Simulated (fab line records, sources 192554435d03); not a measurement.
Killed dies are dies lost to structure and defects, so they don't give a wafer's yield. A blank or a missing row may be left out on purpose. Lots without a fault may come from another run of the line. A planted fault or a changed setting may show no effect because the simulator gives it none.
fab line records | flow n5_finfet
record lots=10 wafers=30 last_day=17
route steps=1938 shown BEOL_M4@1094 PASSIVATION@1936
lots that met no fault: from a run of the same line without faults
start_h: hours from the record's first day to the start of the lot's first wafer shown | wait_h: hours since the lot's step before | " the same as in the row above | L1.1+2: a row that stands for several wafers | - no value, or no start given | * or withheld: withheld | < > ~ a bound
route shown NAME@n: a module of which the file shows steps, and the number in the route of the first | usual: mean/standard deviation of fault-free wafers | same: alike in all rows | chamber/n: place in a boat | sites: the reading at each site | _std_site: their standard deviation | _edge_site: outer sites' mean less inner sites' | radius_mm: how far each site lies from the wafer's centre | mask NAME#n: copy n | behind: the tool/chamber that last shaped the wafer | hold: why the lot was held/for how many hours/how that ended | device: the transistor (n, p or np) that didn't switch | end of line: the same wafers' tests at the end of the route | a step without rows: its recipe alone | killed: dies lost to structure and defects at the first sort, not the wafer's yield | map: a wafer's dies, x killed, . not, _ none there
set.NAME: the setting as run; set.NAME@STEP: as run at that earlier step | model.NAME: the simulator's own value behind a step, which no gauge read
steps of the route over a sample of lots; a table a step, a row a wafer
services: from which hour (start_h, from the record's first day; less than 0 if before it) a tool's chamber was out of use, for how many hours, and why
## steps
# step N5_BEOL_M4_SPUTTER_90
# recipe material=Cu target_thk_a=45 temp_c=-20 chamber_pressure_pa=0.07 power_w=withheld time_s=8.29
# usual chamber_pressure_pa=0.06998/0.00015 susceptor_temp_C=-20.00/0.1 throttle_valve_pct=30.0/1.2
# columns lot.wafer tool chamber start_h wait_h chamber_pressure_pa susceptor_temp_C throttle_valve_pct
L853.3 pvd_sputter-02 - 161.25 0.1 0.07005 -19.83 30.5
L853.4 " - " " 0.06993 -20.07 29.1
L853.6 " - " " 0.07018 -19.89 30.6
L852.2 pvd_sputter-01 - 176.24 0.1 0.06992 -19.96 29.3
L852.5 " - " " 0.07001 -20.06 29.4
L852.6 " - " " 0.07023 -19.95 29.1
L858.3 pvd_sputter-03 - 202.01 0.1 0.07008 -20.01 29.7
L858.4 " - " " 0.06995 -19.97 28.2
L858.6 " - " " 0.06985 -19.88 28.1
L859.3 pvd_sputter-02 - 208.48 0.1 0.06995 -20.09 28.1
L859.4 " - " " 0.06979 -19.88 29.4
L859.5 " - " " 0.06999 -19.91 30.6
L867.1 pvd_sputter-03 - 263.85 0.1 0.07004 -20.04 28.2
L867.4 " - " " 0.07023 -19.99 30.8
L867.6 " - " " 0.07013 -19.99 28.3
L871.1 pvd_sputter-01 - 284.88 0.1 0.07 -20.06 32.6
L871.2 " - " " 0.06988 -19.94 29.3
L871.6 " - " " 0.07016 -20.08 32.6
L870.4 pvd_sputter-02 - 287.39 0.1 0.06994 -19.95 28.1
L870.5 " - " " 0.06982 -20.04 30.7
L870.6 " - " " 0.07003 -19.96 29.7
L872.1 pvd_sputter-03 - 287.77 0.1 0.06978 -20.15 30.0
L872.4 " - " " 0.06995 -20.01 28.4
L872.5 " - " " 0.06991 -20.12 29.5
L873.1 pvd_sputter-02 - 293.42 0.1 0.06996 -19.88 29.4
L873.3 " - " " 0.0699 -20.13 28.3
L873.4 " - " " 0.07002 -20.01 30.1
L874.3 pvd_sputter-01 - 301.79 0.1 0.07008 -20.12 29.5
L874.4 " - " " 0.0699 -19.99 30.5
L874.6 " - " " 0.06984 -19.99 29.2
# step N5_BEOL_M4_SPUTTER_94
# recipe material=Cu target_thk_a=45 temp_c=-20 chamber_pressure_pa=0.07 power_w=withheld time_s=8.29
# usual chamber_pressure_pa=0.07001/0.00014 susceptor_temp_C=-19.99/0.095 throttle_valve_pct=30.0/1.2
# columns lot.wafer tool chamber start_h wait_h chamber_pressure_pa susceptor_temp_C throttle_valve_pct
L853.3 pvd_sputter-02 - 161.69 0.1 0.0702 -19.82 30.7
L853.4 " - " " 0.07002 -20.03 29.3
L853.6 " - " " 0.0703 -19.84 30.6
L852.2 pvd_sputter-01 - 176.68 0.1 0.06985 -19.87 30.0
L852.5 " - " " 0.07 -20.01 29.8
L852.6 " - " " 0.06998 -19.96 29.3
L858.3 pvd_sputter-03 - 202.45 0.1 0.07001 -19.95 30.0
L858.4 " - " " 0.07002 -20.15 28.4
L858.6 " - " " 0.06976 -20.09 28.2
L859.3 pvd_sputter-02 - 208.92 0.1 0.07021 -19.90 28.2
L859.4 " - " " 0.0701 -19.89 29.5
L859.5 " - " " 0.07001 -19.96 30.5
L867.1 pvd_sputter-03 - 264.29 0.1 0.07018 -19.93 28.2
L867.4 " - " " 0.07008 -19.84 30.8
L867.6 " - " " 0.07 -19.97 28.1
L871.1 pvd_sputter-01 - 285.32 0.1 0.07003 -19.91 32.6
L871.2 " - " " 0.07009 -20.02 29.4
L871.6 " - " " 0.06999 -19.96 32.7
L870.4 pvd_sputter-02 - 287.83 0.1 0.06986 -20.13 28.2
L870.5 " - " " 0.06994 -20.05 30.5
L870.6 " - " " 0.07014 -19.98 29.3
L872.1 pvd_sputter-03 - 288.21 0.1 0.06997 -19.98 29.9
L872.4 " - " " 0.06995 -20.03 28.3
L872.5 " - " " 0.0699 -20.06 29.8
L873.1 pvd_sputter-02 - 293.86 0.1 0.07002 -19.82 29.5
L873.3 " - " " 0.06993 -20.00 27.9
L873.4 " - " " 0.06994 -20.04 29.8
L874.3 pvd_sputter-01 - 302.23 0.1 0.06984 -20.01 29.7
L874.4 " - " " 0.07003 -20.07 30.9
L874.6 " - " " 0.07012 -20.09 29.1
# step N5_BEOL_M4_PRE_CLEAN_60
# recipe gas=NH3/H2 time_s=15 temp_c=* rf_power_w=300
# usual heater_power_w=88/13 susceptor_temp_C=*
# columns lot.wafer tool chamber start_h wait_h heater_power_w susceptor_temp_C
L853.3 cvd_co-02 0 162.88 0.2 86 *
L853.4 " 2 " " 66 *
L853.6 " 0 " " 86 *
L852.2 cvd_co-02 0 177.73 0.0 85 *
L852.5 " 0 " " 88 *
L852.6 " 2 " " 64 *
L858.3 cvd_co-02 0 203.49 0.0 86 *
L858.4 " 0 " " 88 *
L858.6 " 2 " " 64 *
L859.3 cvd_co-02 0 209.96 0.0 87 *
L859.4 " 2 " " 67 *
L859.5 " 1 " " 99 *
L867.1 cvd_co-01 1 265.46 0.2 76 *
L867.4 " 2 " " 100 *
L867.6 " 0 " " 96 *
L871.1 cvd_co-02 1 286.37 0.0 96 *
L871.2 " 2 " " 64 *
L871.6 " 0 " " 88 *
L870.4 cvd_co-02 1 288.94 0.1 97 *
L870.5 " 0 " " 86 *
L870.6 " 2 " " 66 *
L872.1 cvd_co-02 1 289.27 0.0 96 *
L872.4 " 2 " " 67 *
L872.5 " 0 " " 85 *
L873.1 cvd_co-01 2 294.90 0.0 101 *
L873.3 " 0 " " 97 *
L873.4 " 1 " " 78 *
L874.3 cvd_co-01 0 303.56 0.0 98 *
L874.4 " 0 " " 99 *
L874.6 " 2 " " 102 *
# step N5_BEOL_M4_CO_CAP_55
# recipe material=Co target_thk_a=20 temp_c=200 precursor=CCTBA/H2 pressure_torr=30 time_s=102.1
# usual heater_power_w=239/16 run_length_s=125.1/0.4 susceptor_temp_C=200.03/0.18
# columns lot.wafer tool chamber start_h wait_h heater_power_w run_length_s susceptor_temp_C
L853.3 cvd_co-02 0 162.95 0.1 244 125.0 199.99
L853.4 " 2 " " 211 125.3 200.02
L853.6 " 0 " " 242 125.4 199.85
L852.2 cvd_co-02 0 177.77 0.0 241 125.1 199.82
L852.5 " 0 " " 235 124.9 199.53
L852.6 " 2 " " 214 125.6 199.68
L858.3 cvd_co-02 0 203.53 0.0 241 125.1 199.90
L858.4 " 0 " " 232 125.2 199.95
L858.6 " 2 " " 223 82.6 -
L859.3 cvd_co-02 0 210.00 0.0 237 125.3 200.04
L859.4 " 2 " " 206 125.4 199.81
L859.5 " 1 " " 251 83.4 -
L867.1 cvd_co-01 1 265.50 0.0 227 124.6 200.31
L867.4 " 2 " " 253 124.7 199.87
L867.6 " 0 " " 249 124.7 199.64
L871.1 cvd_co-02 1 286.41 0.0 251 125.3 200.19
L871.2 " 2 " " 206 125.2 199.98
L871.6 " 0 " " 233 125.4 200.32
L870.4 cvd_co-02 1 289.00 0.0 249 125.6 199.86
L870.5 " 0 " " 238 125.4 200.27
L870.6 " 2 " " 209 125.0 200.12
L872.1 cvd_co-02 1 289.31 0.0 253 125.5 199.97
L872.4 " 2 " " 215 125.1 200.11
L872.5 " 0 " " 238 124.9 200.10
L873.1 cvd_co-01 2 294.94 0.0 255 125.0 200.01
L873.3 " 0 " " 251 124.6 200.30
L873.4 " 1 " " 230 124.9 200.04
L874.3 cvd_co-01 0 303.60 0.0 257 124.8 200.24
L874.4 " 0 " " 251 124.7 200.12
L874.6 " 2 " " 248 124.5 200.18
# step N5_BEOL_M4_RC_MEAS_101
# usual DIBL_N=36.5/1.4 DIBL_P=36.6/1.9 IOFF_N=0.167/0.029 IOFF_P=0.21/0.033 ION_N=674/12 ION_P=460/8.9 SS_N=71.6/0.57 SS_P=73.4/0.61 VT_N=249/3.3 VT_P=-250/3.3
# columns lot.wafer tool chamber start_h wait_h DIBL_N[mV/V] DIBL_P[mV/V] IOFF_N[nA/um] IOFF_P[nA/um] ION_N[uA/um] ION_P[uA/um] SS_N[mV/dec] SS_P[mV/dec] VT_N[mV] VT_P[mV]
L853.3 prober-01 0 164.05 0.9 34.9 35.9 0.152 0.17 682 454 71.5 73.3 250 -254
L853.4 " 0 " " 34.5 35.7 0.133 0.18 660 449 71.4 73.7 251 -253
L853.6 " 0 " " 37.4 37.8 0.186 0.20 670 453 72.5 73.2 244 -253
L852.2 prober-01 0 178.16 0.2 33.5 31.3 0.126 0.18 677 470 70.3 72.9 250 -249
L852.5 " 0 " " 36.6 35.8 0.180 0.25 694 480 71.8 73.1 245 -247
L852.6 " 0 " " 33.2 31.9 0.119 0.18 671 460 70.9 72.5 252 -250
L858.3 prober-01 0 204.07 0.3 37.1 38.5 0.212 0.25 682 468 72.3 73.9 246 -248
L858.4 " 0 " " 35.5 35.8 0.180 0.21 694 470 72.4 72.8 246 -249
L858.6 " 0 " " 35.7 36.4 0.170 0.21 678 462 72.6 73.1 248 -249
L859.3 prober-01 0 210.55 0.3 36.1 36.2 0.176 0.26 697 483 71.6 73.3 245 -244
L859.4 " 0 " " 34.1 34.4 0.137 0.23 680 475 70.8 73.2 249 -244
L859.5 " 0 " " 37.8 38.3 0.221 0.30 711 487 72.2 74.0 242 -242
L867.1 prober-01 0 265.74 0.0 37.8 38.8 0.196 0.22 677 460 71.7 73.6 245 -248
L867.4 " 0 " " 36.9 37.7 0.180 0.21 685 464 71.3 73.5 247 -250
L867.6 " 0 " " 35.8 36.3 0.148 0.19 670 461 71.3 73.9 249 -252
L871.1 prober-02 0 286.76 0.0 35.4 35.2 0.142 0.17 675 463 71.0 72.1 249 -251
L871.2 " 0 " " 36.2 34.6 0.146 0.16 669 446 71.2 73.0 252 -256
L871.6 " 0 " " 35.8 35.9 0.151 0.18 684 466 71.3 73.0 252 -254
L872.1 prober-02 0 289.57 0.0 36.3 36.5 0.160 0.20 671 456 72.0 74.1 248 -253
L872.4 " 0 " " 35.6 36.2 0.138 0.20 660 451 71.5 73.5 254 -255
L872.5 " 0 " " 35.4 35.1 0.140 0.19 673 459 70.9 74.4 252 -253
L870.4 prober-01 0 289.69 0.5 37.9 38.4 0.174 0.24 668 462 72.1 73.4 248 -251
L870.5 " 0 " " 39.4 41.1 0.228 0.29 703 481 71.8 74.9 245 -247
L870.6 " 0 " " 38.6 38.5 0.181 0.23 658 452 71.8 73.6 250 -251
L873.1 prober-02 0 295.18 0.0 34.0 34.6 0.139 0.20 679 465 71.0 72.8 250 -249
L873.3 " 0 " " 36.4 37.1 0.179 0.24 669 466 72.0 73.6 247 -243
L873.4 " 0 " " 36.2 37.3 0.174 0.25 674 467 71.8 73.0 248 -245
L874.3 prober-01 0 304.14 0.3 36.3 35.9 0.147 0.21 659 459 71.3 72.9 253 -249
L874.4 " 0 " " 38.2 37.1 0.161 0.23 665 457 71.4 73.6 250 -250
L874.6 " 0 " " 37.6 37.4 0.169 0.24 668 464 72.0 73.7 246 -249
# step N5_PASSIVATION_PROBE_49
# usual defect_limited_yield=91.2/1.6 killed_at_M0_to_M3=34/11 killed_at_M4_up=14/5.7 killed_at_contacts=14/6.6 killed_at_front_end=37/10 killed_at_other=4/3.2 killed_dies=104/19 killed_open=69/13 killed_short=33/8.7 sort_bin_5_function=5.1/1 sort_bin_6_memory=3.3/0.76 sort_bin_8_speed=0.00/0.016 sort_n_pass=1076/19 sort_yield_pct=91.2/1.6
# same gross_dies=1180 killed_at_back_side=0 sort_bin_4_leakage[%]=0
# columns lot.wafer tool chamber start_h wait_h defect_limited_yield[%] killed_at_M0_to_M3 killed_at_M4_up killed_at_contacts killed_at_front_end killed_at_other killed_dies killed_open killed_short sort_bin_5_function[%] sort_bin_6_memory[%] sort_bin_8_speed[%] sort_n_pass sort_yield_pct[%]
L872.1 prober-02 - 390.70 0.0 92.2 20 22 11 33 6 92 64 27 5.0 2.5 0 1088 92.2
L872.4 prober-02 - 390.85 0.2 91.2 20 24 25 28 7 104 75 27 5.3 2.9 0 1076 91.2
L872.5 prober-02 - 390.90 0.2 94.5 15 13 11 24 2 65 39 26 3.6 1.6 0 1115 94.5
# killed by level:class
L872.1 BEOL_M4:geometric_particle:open=14 STI_FIN_REVEAL:geometric_particle:open=10 MOL_CONTACT_COAG:geometric_particle:open=9 FIN_SAQP:geometric_particle:open=6 FIN_SAQP:geometric_particle:short=5 BEOL_M2:geometric_particle:open=5 BEOL_M4:geometric_particle:short=5 DUMMY_GATE:geometric_particle:open=4
L872.4 MOL_CONTACT_COAG:geometric_particle:open=18 BEOL_M4:geometric_particle:open=15 BEOL_M1:geometric_particle:open=9 GATE_CUT:geometric_particle:short=7 MOL_CONTACT_COAG:geometric_particle:short=7 STI_FIN_REVEAL:geometric_particle:open=6 FIN_SAQP:geometric_particle:open=4 BEOL_M2:geometric_particle:open=4
L872.5 MOL_CONTACT_COAG:geometric_particle:open=8 BEOL_M0_SAQP:geometric_particle:short=5 BEOL_M4:geometric_particle:open=5 STI_FIN_REVEAL:geometric_particle:open=4 GATE_CUT:geometric_particle:short=4 BEOL_M6:geometric_particle:open=4 FIN_SAQP:geometric_particle:open=3 MOL_CONTACT_COAG:geometric_particle:short=3
## services
# columns tool chamber start_h hours kind
cvd_co-01 0 203.85 11.4 repair
cvd_co-02 1 263.33 22.5 repair
cvd_co-01 - 300.43 2.8 pm
## key
first_sign step=N5_BEOL_M4_CO_CAP_55 reading=run_length_s direction=down sigmas=99+ usual=* struck=*
effect none on later readings
met_at N5_BEOL_M4_CO_CAP_55
struck_lots L858,L859
struck_wafers L858.6,L859.5
not_acting_at N5_BEOL_M4_SPUTTER_90,N5_BEOL_M4_SPUTTER_94,N5_BEOL_M4_PRE_CLEAN_60
onset_between 177.77 203.53
fault kind=process_parameter_drift tool=cvd_co-02 chamber=- onset_h=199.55 steps=N5_BEOL_M4_CO_CAP_55 channel=time_s offset=* shape=step end_h=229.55 scope=struck_wafers_only acts_in=* stated=*
